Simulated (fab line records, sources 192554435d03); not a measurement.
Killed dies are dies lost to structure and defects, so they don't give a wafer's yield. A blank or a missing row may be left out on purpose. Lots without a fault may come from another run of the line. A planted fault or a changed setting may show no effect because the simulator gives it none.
Chamber matching | flow n5_finfet | N5_BEOL_M0_DEP_125 on pecvd-03: 3 sister chambers
The step deposits SiCN from 3MS/NH3, target thk 8 nm, time 14 s. 6 wafers are shown with their chamber, then 9 later ones without.

WAFERS WITH THEIR CHAMBER
wafer  | chamber | showerhead_plenum_p_Torr (Torr) | throttle_valve_pct (%)
L086.1 | 2       | 3.690                           | 8.5
L087.5 | 2       | 3.697                           | 8.5
L087.6 | 0       | 3.682                           | 8.5
L088.1 | 0       | 3.695                           | 8.6
L088.3 | 1       | 3.665                           | 9.0
L088.4 | 1       | 3.670                           | 9.1

WAFERS WITHOUT THEIR CHAMBER
wafer  | showerhead_plenum_p_Torr (Torr) | throttle_valve_pct (%)
L090.2 | 3.679                           | 8.8
L090.3 | 3.688                           | 8.6
L090.5 | 3.674                           | 8.6
L092.1 | 3.670                           | 8.7
L092.2 | 3.684                           | 8.8
L092.3 | 3.688                           | 8.8
L094.1 | 3.686                           | 8.8
L094.5 | 3.685                           | 8.8
L094.6 | 3.691                           | 8.8

WHICH CHAMBER EACH WENT THROUGH
wafer  | from the rows above          | in truth
L090.2 | can't be placed: 0 or 1 or 2 | 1
L090.3 | can't be placed: 0 or 2      | 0
L090.5 | can't be placed: 0 or 2      | 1
L092.1 | can't be placed: 0 or 2      | 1
L092.2 | can't be placed: 0 or 1 or 2 | 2
L092.3 | can't be placed: 0 or 2 or 1 | 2
L094.1 | can't be placed: 0 or 1 or 2 | 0
L094.5 | can't be placed: 0 or 1 or 2 | 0
L094.6 | can't be placed: 0 or 2 or 1 | 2
Placed correctly: 0 of 9. Can't be placed from these rows: 9 (the true chamber is among the candidates in 7). Placed wrongly: 0.
How it was worked out, from the rows above alone: a wafer's distance from a chamber is the root of the sum, over the readings, of the square of ((its reading less the chamber's mean) divided by the reading's scatter). The wafer belongs to the nearest chamber; if the next one is less than 2 further off, it can't be placed. A chamber's mean is the mean of its shown wafers. The scatter: the root of (the sum of the squares of (reading less its chamber's mean) over the shown wafers, divided by (wafers less chambers)).
